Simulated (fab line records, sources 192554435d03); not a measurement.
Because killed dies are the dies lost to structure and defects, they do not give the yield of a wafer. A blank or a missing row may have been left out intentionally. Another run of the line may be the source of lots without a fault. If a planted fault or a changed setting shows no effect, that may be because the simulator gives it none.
Chamber matching ; flow n5-finfet ; N5_BEOL_M5_STRIP_36 on rie-diel-06 has 4 sister chambers
The step strips in N2/H2. 4 wafers are shown with their chamber, then 9 later ones without.

## EACH WAFER AND ITS CHAMBER
wafer;chamber;throttle-valve-pct (%)
L080.5;3;24.1
L087.1;2;23.2
L087.2;1;23.9
L087.6;0;23.0

## WAFERS WHOSE CHAMBER IS MISSING
wafer;throttle-valve-pct (%)
L090.2;23.0
L090.3;23.9
L090.6;23.8
L095.1;23.2
L095.3;23.9
L095.6;23.2
L096.1;23.9
L096.5;23.8
L096.6;23.0

## CHAMBER TAKEN BY EACH
wafer;from the rows above;in truth
L090.2;0;0
L090.3;1;1
L090.6;1;1
L095.1;2;2
L095.3;1;1
L095.6;2;2
L096.1;1;1
L096.5;1;1
L096.6;0;0
Correct placement for 9 of the 9. Number that these rows cannot place: 0. Wrongly placed: 0.
How it was worked out, from the rows above alone: a wafer's distance from a chamber is the root of the sum, over the readings, of the square of ((its reading less the chamber's mean) divided by the reading's scatter). If the next closest chamber is less than 2 further off than the closest, the wafer can't be placed; otherwise it belongs to the closest. Each chamber's mean is taken over the wafers shown for it. The scatter: with one shown wafer a chamber, the root of the mean of the squares of how far each hidden wafer lies from its nearest shown one.
